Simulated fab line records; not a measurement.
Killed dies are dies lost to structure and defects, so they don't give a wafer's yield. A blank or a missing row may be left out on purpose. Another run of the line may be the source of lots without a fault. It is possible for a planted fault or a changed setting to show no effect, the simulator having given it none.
Which tool is to blame?    flow n5 finfet    10 lots, 27 wafers sampled, at 5 steps of a route of 1938

## WHAT THE GAUGES SHOWED, per wafer
N5_BEOL_M0_SAQP_CD_MEAS_40: the cd target is 30 nm. Usual: cd nm 30.02 nm, standard deviation 0.27.
lot   measured      on         cd nm (nm)         flag
L465  day 6 02:23   cd sem-01  30.15 29.86 30.11  
L469  day 7 01:46   cd sem-02  29.94 29.40 29.50  
L475  day 8 16:47   cd sem-02  30.08 29.84 30.03  
L478  day 9 12:50   cd sem-02  30.06 30.23 29.99  
L477  day 9 18:33   cd sem-03  30.09 30.22 30.38  
L481  day 10 08:50  cd sem-03  29.59 30.17        
L482  day 10 13:22  cd sem-01  30.16 30.72        
L484  day 11 02:42  cd sem-02  30.40 30.12        
L485  day 11 03:44  cd sem-02  30.58 30.36 30.30  
L486  day 11 09:39  cd sem-01  30.23 30.42 30.14  

N5_BEOL_M4_RC_MEAS_101. Usual: DIBL_N 36.3 mV/V, standard deviation 2; DIBL_P 36.3 mV/V, standard deviation 2.4; IOFF_N 0.16 nA/um, standard deviation 0.034; IOFF_P 0.21 nA/um, standard deviation 0.035; ION_N 672 uA/um, standard deviation 12; ION_P 459 uA/um, standard deviation 6.5; SS_N 71.6 mV/dec, standard deviation 0.67; SS_P 73.3 mV/dec, standard deviation 0.71; VT_N 250 mV, standard deviation 3.5; VT_P -251 mV, standard deviation 3.
lot   measured      on         DIBL_N (mV/V)   DIBL_P (mV/V)   IOFF_N (nA/um)  IOFF_P (nA/um)  ION_N (uA/um)  ION_P (uA/um)  SS_N (mV/dec)   SS_P (mV/dec)   VT_N (mV)    VT_P (mV)       flag
L465  day 8 07:41   prober-02  32.6 32.3 32.3  31.7 31.6 31.5  0.10 0.10 0.10  0.15 0.15 0.15  651 653 664    456 453 456    70.0 69.8 70.1  72.0 71.8 72.1  259 256 257  -256 -253 -254  
L469  day 9 08:29   prober-01  34.8 36.4 36.4  35.7 37.8 36.9  0.14 0.16 0.17  0.19 0.22 0.21  674 675 680    460 467 458    71.6 71.6 70.6  72.7 73.9 73.1  251 249 247  -250 -249 -251  
L475  day 11 20:07  prober-02  37.1 38.7 39.6  36.1 37.1 38.6  0.15 0.16 0.18  0.19 0.20 0.23  667 661 677    455 450 460    71.9 72.4 71.6  72.6 73.5 73.8  250 250 249  -252 -251 -248  
L478  day 12 22:51  prober-01  33.0 36.1 35.6  33.7 36.9 36.2  0.12 0.17 0.15  0.18 0.23 0.22  658 656 669    457 454 455    71.0 71.5 71.2  72.3 73.2 73.1  253 250 250  -250 -248 -251  
L477  day 13 00:21  prober-01  40.2 37.9 37.9  39.4 37.2 36.3  0.22 0.17 0.16  0.27 0.22 0.21  683 667 667    469 463 457    72.0 71.9 71.3  74.3 74.1 74.1  245 249 251  -246 -249 -251  
L481  day 14 07:01  prober-02  37.0 37.3       38.8 38.2       0.20 0.22       0.25 0.24       682 687        462 459        71.8 72.3       74.3 74.5       247 243      -248 -250       
L482  day 13 20:13  prober-02  37.4 36.9       37.5 37.5       0.17 0.17       0.20 0.21       680 678        459 459        71.4 71.0       73.3 73.6       249 248      -252 -251       
L484  day 14 05:52  prober-01  37.9 37.1       38.8 37.0       0.20 0.18       0.25 0.22       699 679        473 463        72.3 71.9       74.4 73.8       245 246      -248 -249       
L485  day 14 01:46  prober-02  36.8 33.8 34.3  36.2 32.4 33.0  0.16 0.12 0.13  0.20 0.15 0.16  676 666 672    458 460 459    71.6 70.9 70.7  74.0 72.0 72.4  251 255 253  -249 -256 -252  
L486  day 14 14:23  prober-01  36.8 37.2 36.1  37.1 37.9 36.1  0.19 0.20 0.18  0.22 0.24 0.21  680 679 684    459 459 462    71.8 72.0 72.0  73.0 73.4 72.6  248 246 245  -249 -248 -251  

## WHAT TOOL EACH LOT RAN ON (gives the tool, then ch and the chambers of the sampled wafers, and finally the start)
lot   N5_BEOL_M0_SAQP_SPACER2_ETCHBACK_27  N5_BEOL_M0_SAQP_ALD_48            N5_BEOL_M0_SAQP_STRIP_75
L465  rie diel-01 ch 0,3, day 6 01:52      ald sin-02 ch 0,1,3, day 6 03:26  rie diel-04 ch 0,3, day 6 04:04
L469  rie diel-03 ch 1,2, day 7 01:08      ald sin-04 ch 1,2, day 7 02:11    rie diel-04 ch 0,2,3, day 7 02:49
L475  rie diel-01 ch 1,3, day 8 16:17      ald sin-04 ch 0,2,3, day 8 17:26  rie diel-04 ch 0,2,3, day 8 18:03
L478  rie diel-04 ch 0,1,3, day 9 12:18    ald sin-03 ch 0,1,2, day 9 14:01  rie diel-04 ch 0,1,3, day 9 14:50
L477  rie diel-01 ch 0,1,2, day 9 18:02    ald sin-02 ch 2,3, day 9 19:14    rie diel-04 ch 0,1,2, day 9 19:52
L481  rie diel-03 ch 0,2, day 10 08:10     ald sin-04 ch 1,3, day 10 09:28   rie diel-01 ch 1,2, day 10 10:06
L482  rie diel-04 ch 1,3, day 10 12:44     ald sin-04 ch 0,1, day 10 13:46   rie diel-01 ch 1,3, day 10 14:23
L484  rie diel-04 ch 1,2, day 11 02:11     ald sin-04 ch 0,1, day 11 03:32   rie diel-01 ch 1,2, day 11 04:13
L485  rie diel-04 ch 0,1,3, day 11 03:13   ald sin-03 ch 1,3, day 11 04:10   rie diel-04 ch 0,2, day 11 05:10
L486  rie diel-01 ch 0,1, day 11 09:09     ald sin-03 ch 2,3, day 11 10:04   rie diel-03 ch 1,2,3, day 11 10:41
- N5_BEOL_M0_SAQP_SPACER2_ETCHBACK_27: etches SiO2 in CHF3/O2, target depth 22.5 nm, time 11.25 s.
- N5_BEOL_M0_SAQP_ALD_48: deposits SiO2, target thk 20 nm, pulse time 1 s, co reactant pulse time 1 s.
- N5_BEOL_M0_SAQP_STRIP_75: strips in CF4.

## AS READ BY THE TOOLS THEMSELVES (means over the sampled wafers that have a number; for cases with no such wafer, the mark the record gives instead)
N5_BEOL_M0_SAQP_SPACER2_ETCHBACK_27. Usual: O2_flow_sccm 5.000 sccm, standard deviation 0.016; drypump motor current A 5.8 A, standard deviation 0.72; mfc ar sccm 200.1 sccm, standard deviation 0.56; oes_o_777_au 0.78 a.u., standard deviation 0.065; oes product au 0.77 a.u., standard deviation 0.062; rf vpp V 525 V, standard deviation 12; showerhead plenum p Torr 2.40 Torr, standard deviation 0.065; throttle valve pct 18.78 %, standard deviation 0.16.
lot   tool         O2_flow_sccm (sccm)  drypump motor current A (A)  mfc ar sccm (sccm)  oes_o_777_au (a.u.)  oes product au (a.u.)  rf vpp V (V)  showerhead plenum p Torr (Torr)  throttle valve pct (%)  flag
L465  rie diel-01  4.998                6.1                          200.0               0.88                 0.87                   517           2.39                             18.86                   
L469  rie diel-03  5.000                6.2                          200.3               0.82                 0.79                   505           2.36                             18.76                   
L475  rie diel-01  5.002                5.9                          199.9               0.81                 0.81                   517           2.35                             18.87                   
L478  rie diel-04  4.995                5.6                          200.3               0.76                 0.76                   536           2.44                             18.74                   
L477  rie diel-01  5.004                5.2                          200.3               0.73                 0.74                   528           2.38                             18.88                   
L481  rie diel-03  5.017                6.5                          200.6               0.78                 0.77                   510           2.35                             18.80                   
L482  rie diel-04  5.000                5.7                          200.0               0.77                 0.77                   535           2.42                             18.77                   
L484  rie diel-04  5.010                5.6                          199.8               0.79                 0.78                   534           2.42                             18.67                   
L485  rie diel-04  5.003                5.6                          200.2               0.75                 0.75                   537           2.43                             18.77                   
L486  rie diel-01  5.000                5.3                          199.7               0.76                 0.76                   526           2.38                             19.01                   

N5_BEOL_M0_SAQP_ALD_48. Usual: heater power w 76 W, standard deviation 7.8; precursor pulse height rel 1.002, standard deviation 0.019.
lot   tool        heater power w (W)  precursor pulse height rel  flag
L465  ald sin-02  76                  1.001                       
L469  ald sin-04  82                  1.002                       
L475  ald sin-04  78                  1.001                       
L478  ald sin-03  72                  0.999                       
L477  ald sin-02  69                  0.992                       
L481  ald sin-04  86                  0.985                       
L482  ald sin-04  75                  1.003                       
L484  ald sin-04  75                  1.020                       
L485  ald sin-03  66                  1.016                       
L486  ald sin-03  78                  1.006                       

N5_BEOL_M0_SAQP_STRIP_75. Usual: drypump motor current A 5.9 A, standard deviation 0.76; oes product au 0.182 a.u., standard deviation 0.015; rf vpp V 271.0 V, standard deviation 1.4; showerhead plenum p Torr 1.79 Torr, standard deviation 0.047; throttle valve pct 13.47 %, standard deviation 0.2.
lot   tool         drypump motor current A (A)  oes product au (a.u.)  rf vpp V (V)  showerhead plenum p Torr (Torr)  throttle valve pct (%)  flag
L465  rie diel-04  6.3                          0.188                  271.3         1.79                             13.46                   
L469  rie diel-04  6.2                          0.195                  271.2         1.79                             13.36                   
L475  rie diel-04  6.2                          0.188                  271.8         1.78                             13.38                   
L478  rie diel-04  5.6                          0.177                  270.1         1.82                             13.51                   
L477  rie diel-04  5.5                          0.177                  271.6         1.81                             13.40                   
L481  rie diel-01  5.0                          0.162                  269.2         1.75                             13.55                   
L482  rie diel-01  5.7                          0.180                  270.2         1.74                             13.61                   
L484  rie diel-01  5.1                          0.166                  269.8         1.75                             13.57                   
L485  rie diel-04  5.8                          0.179                  271.6         1.80                             13.45                   
L486  rie diel-03  6.1                          0.177                  270.6         1.77                             13.54                   

## THE ANSWER, worked out from the rows above alone
Rule: lot off if the mean of its wafers having a number is beyond 3 standard deviations from the usual mean. Also off: a lot with no number at a reading for which 4 or more lots have one. All remaining lots with rows at the step are treated as sound. The gauges are gone through in route order, then the tools' own readings, and for those a lot's mean is taken as printed above. The first step at which some lot is off is used, and at that step the reading that is off furthest; a lot without a number counts as furthest.
None of the lots is off at any reading shown; this tells nothing.

## WHAT HAD BEEN PUT IN BY THE SIMULATOR
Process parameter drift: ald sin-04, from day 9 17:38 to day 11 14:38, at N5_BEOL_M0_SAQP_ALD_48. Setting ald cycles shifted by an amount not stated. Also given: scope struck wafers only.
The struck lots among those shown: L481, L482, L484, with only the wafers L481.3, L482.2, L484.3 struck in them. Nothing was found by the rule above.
